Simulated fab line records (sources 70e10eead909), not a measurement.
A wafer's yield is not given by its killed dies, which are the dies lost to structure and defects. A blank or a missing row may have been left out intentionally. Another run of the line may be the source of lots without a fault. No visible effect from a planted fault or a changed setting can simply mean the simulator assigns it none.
fab line records | flow nand_harc
record: lots: 12 | wafers: 36 | last_day: 34
route steps=1302 shown A_CONTACT@1092 A_BONDPAD@1231 THIN_TSV@1293 END@1302
lots that met no fault: from a run of the same line without faults
start_h: the number of hours between the record's first day and the start of the first shown wafer of the lot | wait_h: time in hours since the lot's previous step | " repeats the value in the row above | L1.1+2: one row covering several wafers at once | - either no value or no given start | * or withheld: withheld | < > ~ a bound
route shown NAME@n: NAME is a module with steps in the file, n the number in the route of the first one | usual: mean and standard deviation over wafers with no fault | same: alike in all rows | chamber/n: place in a boat | sites: per-site readings | _std_site: their standard deviation | _edge_site: the outer-site mean with the inner-site mean subtracted | radius_mm: for every site, how far away it sits from the centre of the wafer | mask NAME#n: copy n | behind: tool/chamber where the wafer was last shaped | hold: why the lot went on hold/how many hours it stayed there/how the hold came to an end | device: the transistor (n, p or np) that didn't switch | end of line: the route-end tests of the same wafers | for a step that has no rows: nothing shown but its recipe | killed: count of dies lost to structure and defects at first sort (not the wafer's yield) | map: a wafer's dies, x killed, . not, _ none there
set.NAME: the setting the step ran with; set.NAME@STEP: the setting that earlier step ran with | model.NAME: the simulator's own value behind a step, which no gauge read
steps of the route over a sample of lots; a table a step, a row a wafer
services: a tool's chamber out of use, with start hour (start_h, from the record's first day; less than 0 if before it), hours out, and reason
== steps ==
step: NHARC_A_CONTACT_ETCH_92
recipe: target_depth_a: 400 | over_etch_frac: 0.5 | time_s: 85.7 | ion_energy_ev: 120 | ch3f_flow_sccm: 50 | o2_flow_sccm: 30 | ar_flow_sccm: 200 | rf_w: 500 | bias_w: 100 | chemistry: CH3F/O2
usual: bias_w: 100.0/0.31 | ch3f_flow_sccm: 49.97/0.16 | drypump_motor_current_A: 5.8/0.46 | oes_product_au: 0.94/0.032 | rf_vpp_V: 244.6/1.7 | showerhead_plenum_p_Torr: 2.48/0.1 | throttle_valve_pct: 20.663/0.009
lot.wafer | tool        | chamber | start_h | wait_h | bias_w | ch3f_flow_sccm | drypump_motor_current_A | oes_product_au | rf_hours_counter_h | rf_vpp_V | showerhead_plenum_p_Torr | throttle_valve_pct
L369.3    | rie_diel-08 | 1       | 525.26  | 0.4    | 99.6   | 49.89          | 6.0                     | 0.92           | 30                 | 242.0    | 2.40                     | 20.669
L369.1    | "           | 2       | "       | "      | 100.5  | 50.01          | 5.3                     | 0.93           | 28                 | 243.8    | 2.45                     | 20.672
L369.5    | "           | 1       | "       | "      | 100.0  | 50.11          | 5.9                     | 0.93           | -                  | 243.4    | 2.40                     | 20.672
L373.4    | rie_diel-02 | 1       | 544.80  | 0.4    | 100.0  | 50.08          | 5.0                     | 0.93           | 46                 | 244.7    | 2.44                     | 20.665
L373.3    | "           | 2       | "       | "      | 99.9   | 50.22          | 5.5                     | 0.93           | 46                 | 244.8    | 2.45                     | 20.676
L373.6    | "           | 1       | "       | "      | 100.2  | 50.04          | 5.0                     | 0.92           | -                  | 243.2    | 2.44                     | 20.651
L374.1    | rie_diel-04 | 2       | 553.53  | 0.6    | 100.3  | 49.98          | 6.3                     | 0.92           | 3                  | 245.9    | 2.63                     | 20.664
L374.4    | "           | 3       | "       | "      | 99.7   | 49.75          | 6.1                     | 0.93           | 3                  | 246.4    | 2.58                     | 20.650
L374.5    | "           | 3       | "       | "      | 99.7   | 49.79          | 6.1                     | 0.93           | -                  | 245.6    | 2.58                     | 20.666
L372.3    | rie_diel-04 | 0       | 553.62  | 0.5    | 99.7   | 50.04          | 5.3                     | 0.93           | 2                  | 243.3    | 2.39                     | 20.657
L372.6    | "           | 0       | "       | "      | 99.8   | 50.15          | 5.3                     | 0.94           | -                  | 243.9    | 2.39                     | 20.645
L372.5    | "           | 1       | "       | "      | 100.2  | 49.87          | 6.0                     | 0.93           | -                  | 246.8    | 2.63                     | 20.645
L379.2    | rie_diel-08 | 1       | 603.87  | 0.5    | 99.9   | 49.92          | 5.9                     | 0.93           | 7                  | 246.1    | 2.40                     | 20.659
L379.3    | "           | 2       | "       | "      | 100.0  | 49.72          | 5.3                     | 0.92           | 7                  | 244.7    | 2.45                     | 20.649
L379.6    | "           | 0       | "       | "      | 100.0  | 49.65          | 6.4                     | 0.94           | -                  | 245.1    | 2.65                     | 20.669
L385.2    | rie_diel-02 | 2       | 686.56  | 0.5    | 99.4   | 49.81          | 5.5                     | 0.92           | 37                 | 243.6    | 2.44                     | 20.662
L385.3    | "           | 1       | "       | "      | 99.9   | 50.23          | 5.1                     | 0.92           | 36                 | 243.7    | 2.42                     | 20.663
L385.6    | "           | 3       | "       | "      | 100.5  | 50.19          | 5.6                     | 0.92           | -                  | 244.5    | 2.50                     | 20.661
L386.1    | rie_diel-04 | 3       | 687.54  | 0.5    | 100.0  | 49.85          | 6.1                     | 0.93           | 42                 | 245.6    | 2.57                     | 20.674
L386.4    | "           | 2       | "       | "      | 100.9  | 50.05          | 6.3                     | 0.92           | 48                 | 245.8    | 2.61                     | 20.656
L386.6    | "           | 3       | "       | "      | 99.9   | 49.76          | 6.0                     | 0.92           | -                  | 245.3    | 2.57                     | 20.658
L387.4    | rie_diel-08 | 1       | 694.04  | 0.4    | 100.3  | 49.82          | 5.9                     | 1.00           | 21                 | 243.2    | 2.39                     | 20.662
L387.3    | "           | 2       | "       | "      | 100.1  | 49.96          | 5.3                     | 0.99           | 26                 | 243.4    | 2.44                     | 20.673
L387.5    | "           | 1       | "       | "      | 100.0  | 50.05          | 5.9                     | 1.01           | -                  | 242.9    | 2.39                     | 20.684
L389.4    | rie_diel-02 | 1       | 702.23  | 0.4    | 99.7   | 49.98          | 5.1                     | 0.91           | 40                 | 244.7    | 2.42                     | 20.663
L389.6    | "           | 0       | "       | "      | 99.3   | 50.04          | 6.7                     | 0.91           | -                  | 244.3    | 2.50                     | 20.665
L389.5    | "           | 1       | "       | "      | 99.3   | 50.10          | 5.1                     | 0.92           | -                  | 243.6    | 2.42                     | 20.664
L391.1    | rie_diel-04 | 3       | 725.31  | 0.9    | 100.3  | 50.01          | 6.1                     | 1.00           | 1                  | 244.7    | 2.56                     | 20.649
L391.4    | "           | 1       | "       | "      | 99.6   | 49.68          | 6.0                     | 1.00           | -                  | 245.5    | 2.61                     | 20.672
L391.5    | "           | 3       | "       | "      | 100.2  | 49.91          | 6.1                     | 1.01           | -                  | 246.2    | 2.56                     | 20.669
L390.2    | rie_diel-04 | 1       | 727.35  | 0.5    | 99.4   | 49.87          | 6.0                     | 0.92           | 2                  | 246.6    | 2.61                     | 20.661
L390.4    | "           | 1       | "       | "      | 100.0  | 49.98          | 6.0                     | 0.93           | -                  | 246.8    | 2.61                     | 20.671
L390.5    | "           | 3       | "       | "      | 99.8   | 50.05          | 6.1                     | 0.92           | -                  | 244.6    | 2.56                     | 20.663
L392.3    | rie_diel-08 | 3       | 755.41  | 0.4    | 99.8   | 50.16          | 5.8                     | 0.93           | 3                  | 242.8    | 2.30                     | 20.657
L392.1    | "           | 0       | "       | "      | 99.7   | 50.00          | 6.4                     | 0.94           | 3                  | 247.5    | 2.64                     | 20.670
L392.5    | "           | 3       | "       | "      | 99.5   | 50.11          | 5.8                     | 0.93           | -                  | 242.9    | 2.30                     | 20.668
step: NHARC_A_BONDPAD_CMP_19
recipe: t_overpolish_s: 30 | cu_recess_touch_s: 16 | target_thk_nm: 169.82
usual: motor_current_A: 11.9/1.2 | overpolish_run_s: 29.998/0.0087
lot.wafer | tool   | chamber | start_h | wait_h | motor_current_A | overpolish_run_s
L369.3    | cmp-01 | 3       | 544.65  | -      | 11.2            | 29.981
L369.1    | "      | 0       | "       | "      | 11.6            | 29.977
L369.5    | "      | 0       | "       | "      | 11.3            | 29.977
L373.3    | cmp-02 | 1       | 563.15  | -      | 11.5            | 29.996
L373.4    | "      | 0       | "       | "      | 12.8            | 30.001
L373.6    | "      | 2       | "       | "      | 12.8            | 29.986
L374.1    | cmp-01 | 2       | 572.37  | -      | 10.6            | 30.013
L374.4    | "      | 1       | "       | "      | 13.9            | 30.002
L374.5    | "      | 3       | "       | "      | 11.5            | 30.006
L372.3    | cmp-02 | 3       | 573.43  | -      | 10.2            | 30.001
L372.5    | "      | 3       | "       | "      | 10.7            | 29.987
L372.6    | "      | 0       | "       | "      | 12.3            | 29.994
L379.2    | cmp-02 | 1       | 622.49  | -      | 12.3            | 29.994
L379.3    | "      | 0       | "       | "      | 12.6            | 30.004
L379.6    | "      | 2       | "       | "      | 13.1            | 29.986
L385.2    | cmp-02 | 3       | 704.84  | -      | 11.0            | 30.010
L385.3    | "      | 0       | "       | "      | 13.2            | 29.997
L385.6    | "      | 3       | "       | "      | 10.9            | 29.992
L386.4    | cmp-02 | 1       | 705.68  | -      | 12.1            | 30.001
L386.1    | "      | 0       | "       | "      | 12.4            | 30.011
L386.6    | "      | 2       | "       | "      | 13.3            | 29.988
L387.3    | cmp-01 | 1       | 711.88  | -      | 15.1            | 29.996
L387.4    | "      | 2       | "       | "      | 11.0            | 29.999
L387.5    | "      | 0       | "       | "      | 11.3            | 29.991
L389.4    | cmp-02 | 2       | 720.22  | -      | 12.8            | 30.000
L389.5    | "      | 0       | "       | "      | 12.6            | 30.002
L389.6    | "      | 1       | "       | "      | 11.3            | 29.999
L391.1    | cmp-02 | 0       | 744.34  | -      | 13.2            | 30.008
L391.4    | "      | 1       | "       | "      | 12.1            | 29.999
L391.5    | "      | 1       | "       | "      | 11.6            | 29.998
L390.4    | cmp-04 | 0       | 746.03  | -      | 12.0            | 29.999
L390.2    | "      | 2       | "       | "      | 12.3            | 30.005
L390.5    | "      | 3       | "       | "      | 11.8            | 30.004
L392.1    | cmp-02 | 2       | 774.59  | -      | 12.9            | 29.995
L392.3    | "      | 0       | "       | "      | 12.9            | 30.001
L392.5    | "      | 1       | "       | "      | 11.5            | 30.018
step: NHARC_A_BONDPAD_THK_MEAS_20
recipe: thk_meas_gauge: xrf
usual: thk_nm: 169.8/1.4
lot.wafer | tool          | chamber | start_h | wait_h | thk_nm
L369.1    | film_metro-02 | -       | 544.97  | -      | 169.4
L369.3    | "             | -       | "       | "      | 171.6
L369.5    | "             | -       | "       | "      | 168.6
L373.3    | film_metro-02 | -       | 563.47  | -      | 170.8
L373.4    | "             | -       | "       | "      | 168.6
L373.6    | "             | -       | "       | "      | 169.4
L374.1    | film_metro-02 | -       | 572.70  | -      | 168.6
L374.4    | "             | -       | "       | "      | 168.9
L374.5    | "             | -       | "       | "      | 170.9
L372.3    | film_metro-01 | -       | 573.75  | -      | 167.3
L372.5    | "             | -       | "       | "      | 167.8
L372.6    | "             | -       | "       | "      | 169.2
L379.2    | film_metro-02 | -       | 622.82  | -      | 170.6
L379.3    | "             | -       | "       | "      | 165.8
L379.6    | "             | -       | "       | "      | 169.1
L385.2    | film_metro-01 | -       | 705.17  | -      | 166.9
L385.3    | "             | -       | "       | "      | 168.8
L385.6    | "             | -       | "       | "      | 169.6
L386.1    | film_metro-02 | -       | 706.00  | -      | 168.5
L386.4    | "             | -       | "       | "      | 169.4
L386.6    | "             | -       | "       | "      | 172.6
L387.3    | film_metro-02 | -       | 712.17  | -      | 170.7
L387.4    | "             | -       | "       | "      | 169.8
L387.5    | "             | -       | "       | "      | 170.4
L389.4    | film_metro-01 | -       | 720.48  | -      | 170.5
L389.5    | "             | -       | "       | "      | 170.2
L389.6    | "             | -       | "       | "      | 169.4
L391.1    | film_metro-01 | -       | 744.67  | -      | 169.3
L391.4    | "             | -       | "       | "      | 167.7
L391.5    | "             | -       | "       | "      | 167.4
L390.2    | film_metro-02 | -       | 746.32  | -      | 172.5
L390.4    | "             | -       | "       | "      | 170.1
L390.5    | "             | -       | "       | "      | 172.9
L392.1    | film_metro-01 | -       | 774.88  | -      | 171.1
L392.3    | "             | -       | "       | "      | 169.2
L392.5    | "             | -       | "       | "      | 168.9
step: NHARC_THIN_TSV_DESCUM_35
recipe: time_s: 3 | o2_flow_sccm: 200 | ar_flow_sccm: 0 | bias_power_w: 0 | chemistry: O2
usual: drypump_motor_current_A: 5.7/0.45 | oes_product_au: 1.000/0.01 | rf_vpp_V: 57.8/0.88 | showerhead_plenum_p_Torr: 1.91/0.087 | throttle_valve_pct: 11.312/0.0088
same: bias_power_w: 0
lot.wafer | tool        | chamber | start_h | wait_h | drypump_motor_current_A | oes_product_au | rf_hours_counter_h | rf_vpp_V | showerhead_plenum_p_Torr | throttle_valve_pct
L369.3    | rie_diel-13 | 2       | 563.60  | -      | 6.1                     | 0.981          | 1.5                | 56.7     | 1.78                     | 11.313
L369.1    | "           | 3       | "       | "      | 5.5                     | 1.000          | 1.5                | 57.3     | 1.97                     | 11.300
L369.5    | "           | 2       | "       | "      | 6.1                     | 0.984          | -                  | 56.8     | 1.78                     | 11.320
L373.4    | rie_diel-13 | 0       | 582.10  | -      | 6.5                     | 1.000          | 1.8                | 57.1     | 2.01                     | 11.324
L373.3    | "           | 1       | "       | "      | 5.8                     | 1.000          | 2.0                | 56.6     | 1.97                     | 11.312
L373.6    | "           | 0       | "       | "      | 6.5                     | 1.005          | -                  | 57.7     | 2.01                     | 11.311
L374.4    | rie_diel-09 | 0       | 591.63  | -      | 5.3                     | 1.019          | 4.9                | 57.5     | 1.78                     | 11.310
L374.1    | "           | 1       | "       | "      | 5.3                     | 0.996          | 4.7                | 57.3     | 1.94                     | 11.322
L374.5    | "           | 3       | "       | "      | 5.0                     | 0.996          | -                  | 56.4     | 1.85                     | 11.304
L372.3    | rie_diel-13 | 3       | 592.73  | -      | 5.6                     | 1.000          | 3.4                | 57.6     | 1.97                     | 11.311
L372.6    | "           | 2       | "       | "      | 6.1                     | 0.981          | -                  | 58.3     | 1.78                     | 11.311
L372.5    | "           | 3       | "       | "      | 5.6                     | 1.004          | -                  | 57.2     | 1.97                     | 11.305
L379.2    | rie_diel-09 | 3       | 640.89  | -      | 5.1                     | 0.985          | 7.3                | 58.2     | 1.85                     | 11.332
L379.3    | "           | 0       | "       | "      | 5.3                     | 0.990          | 7.7                | 55.9     | 1.78                     | 11.304
L379.6    | "           | 0       | "       | "      | 5.4                     | 1.005          | -                  | 57.3     | 1.78                     | 11.300
L386.1    | rie_diel-11 | 1       | 723.70  | -      | 6.2                     | 1.011          | 4.9                | 58.5     | 1.87                     | 11.313
L386.4    | "           | 2       | "       | "      | 6.4                     | 1.009          | 5.7                | 59.1     | 2.03                     | 11.318
L386.6    | "           | 2       | "       | "      | 6.4                     | 1.009          | -                  | 58.1     | 2.03                     | 11.325
L385.2    | rie_diel-13 | 3       | 725.01  | -      | 5.5                     | 0.990          | 0.4                | 58.9     | 1.97                     | 11.309
L385.3    | "           | 0       | "       | "      | 6.5                     | 1.011          | 0.4                | 58.4     | 2.01                     | 11.318
L385.6    | "           | 0       | "       | "      | 6.5                     | 1.003          | -                  | 59.0     | 2.01                     | 11.315
L387.4    | rie_diel-11 | 0       | 731.26  | -      | 5.3                     | 0.979          | 5.1                | 57.4     | 1.90                     | 11.327
L387.3    | "           | 3       | "       | "      | 5.5                     | 1.006          | 5.9                | 59.6     | 2.06                     | 11.315
L387.5    | "           | 1       | "       | "      | 6.2                     | 0.996          | -                  | 56.7     | 1.87                     | 11.307
L389.4    | rie_diel-11 | 1       | 739.09  | -      | 6.2                     | 1.011          | 5.2                | 57.9     | 1.87                     | 11.326
L389.6    | "           | 1       | "       | "      | 6.1                     | 1.006          | -                  | 57.7     | 1.87                     | 11.315
L389.5    | "           | 2       | "       | "      | 6.4                     | 1.023          | -                  | 56.3     | 2.03                     | 11.319
L391.1    | rie_diel-09 | 1       | 763.12  | -      | 5.4                     | 1.020          | 6.3                | 57.7     | 1.94                     | 11.309
L391.4    | "           | 3       | "       | "      | 5.0                     | 0.986          | 4.5                | 57.8     | 1.85                     | 11.321
L391.5    | "           | 1       | "       | "      | 5.4                     | 1.002          | -                  | 56.5     | 1.94                     | 11.320
L390.4    | rie_diel-13 | 0       | 764.64  | -      | 6.5                     | 1.009          | 2.9                | 57.3     | 2.01                     | 11.294
L390.2    | "           | 1       | "       | "      | 5.9                     | 1.000          | 2.6                | 60.1     | 1.97                     | 11.313
L390.5    | "           | 2       | "       | "      | 6.1                     | 0.992          | -                  | 58.1     | 1.78                     | 11.306
L392.1    | rie_diel-13 | 1       | 794.77  | -      | 5.8                     | 0.997          | 3.6                | 58.2     | 1.97                     | 11.320
L392.3    | "           | 2       | "       | "      | 6.1                     | 0.990          | 3.6                | 58.4     | 1.78                     | 11.296
L392.5    | "           | 0       | "       | "      | 6.5                     | 1.011          | -                  | 58.3     | 2.01                     | 11.312
step: NHARC_END_SORT_01
recipe: temp_c: 25
usual: killed_at_array: 56/19 | killed_at_other: 1.0/1.3 | killed_at_periphery: 3.8/2.2 | killed_dies: 61/19 | killed_open: 3.1/1.9 | killed_short: 2.3/1.5
same: gross_dies: 677
lot.wafer | tool      | chamber | start_h | wait_h | killed_at_array | killed_at_other | killed_at_periphery | killed_dies | killed_open | killed_short
L379.2    | prober-01 | 0       | 649.16  | 2.8    | 130             | 2               | 5                   | 137         | 2           | 2
L379.3    | prober-01 | 0       | 649.96  | 3.1    | 117             | 2               | 4                   | 123         | 2           | 1
L379.6    | prober-01 | 0       | 652.35  | 4.0    | 125             | 2               | 3                   | 130         | 2           | 2
killed by level:class
L379.2 A_CONTACT:unspecified=73 A_SLIT:chamber_film_flake=25 A_CHANNEL_HOLE_D2:chamber_film_flake=8 A_CHANNEL_HOLE_D1:chamber_film_flake=6 A_CONTACT:chamber_film_flake=5 A_STAIRCASE:chamber_film_flake=4 A_BLC:chamber_film_flake=3 P_ZERO_WELL:chamber_film_flake=2
L379.3 A_CONTACT:unspecified=59 A_SLIT:chamber_film_flake=34 A_CHANNEL_HOLE_D2:chamber_film_flake=7 A_STAIRCASE:chamber_film_flake=6 A_CHANNEL_HOLE_D1:chamber_film_flake=3 A_BLC:chamber_film_flake=3 P_CONTACT:chamber_film_flake=2 A_CONTACT:chamber_film_flake=2
L379.6 A_CONTACT:unspecified=73 A_SLIT:chamber_film_flake=28 A_CHANNEL_HOLE_D2:chamber_film_flake=8 A_STAIRCASE:chamber_film_flake=5 A_CONTACT:chamber_film_flake=4 THIN_TSV:chamber_film_flake=2 P_M1:geometric_particle:open=1 A_CHANNEL_FILL_D1:geometric_particle:open=1
== services ==
tool        | chamber | start_h | hours | kind
rie_diel-13 | -       | 519.00  | 9.0   | pm
cmp-01      | -       | 524.49  | 0.8   | repair
cmp-02      | -       | 526.63  | 4.0   | pm
rie_diel-04 | -       | 536.33  | 9.0   | pm
rie_diel-08 | -       | 545.53  | 9.0   | pm
rie_diel-02 | -       | 574.52  | 9.0   | pm
cmp-01      | -       | 577.56  | 4.0   | pm
rie_diel-11 | -       | 609.53  | 9.0   | pm
cmp-02      | -       | 624.63  | 4.0   | pm
rie_diel-08 | 0       | 646.93  | 37.9  | repair
rie_diel-08 | 1       | 666.00  | 16.1  | repair
rie_diel-13 | 1       | 667.45  | 7.2   | repair
rie_diel-04 | 3       | 673.68  | 6.7   | repair
rie_diel-13 | -       | 696.00  | 9.0   | pm
cmp-02      | -       | 703.37  | 0.6   | repair
rie_diel-08 | -       | 709.20  | 1.4   | repair
cmp-02      | -       | 709.82  | 1.1   | repair
rie_diel-04 | -       | 711.55  | 0.3   | repair
rie_diel-04 | -       | 713.38  | 9.0   | pm
cmp-02      | -       | 722.63  | 4.0   | pm
rie_diel-08 | -       | 722.84  | 9.0   | pm
rie_diel-04 | 0       | 743.17  | 2.8   | repair
rie_diel-08 | -       | 744.56  | 0.5   | repair
rie_diel-08 | 2       | 771.28  | 11.9  | repair
== key ==
first_sign: step: NHARC_END_SORT_01 | reading: killed_dies | direction: up | sigmas: 3.6 | usual: 61 | struck: 130
effect: step: NHARC_END_SORT_01 | reading: killed_at_array | direction: up | sigmas: 3.6 | usual: 56 | struck: 124
more_kills_born_at: NHARC_A_CONTACT_ETCH_92@rie_diel-08: 205
met_at NHARC_A_CONTACT_ETCH_92
struck_lots L379
tester_left_out L379
not_acting_at NHARC_A_BONDPAD_CMP_19,NHARC_A_BONDPAD_THK_MEAS_20,NHARC_THIN_TSV_DESCUM_35
onset_between 525.26 603.87
fault: kind: chamber_particle_source | tool: rie_diel-08 | chamber: - | onset_h: 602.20 | steps: NHARC_A_CONTACT_ETCH_92 | rate_per_visit_cm2: 0.51039 | end_h: 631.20
tester_left_out: of these lots the tester's yield and bins aren't shown, on N5 and GAA mostly nor the transistor test; their killed dies are dies lost to structure and defects alone, not to doping, threshold or leakage, so they don't give the yield
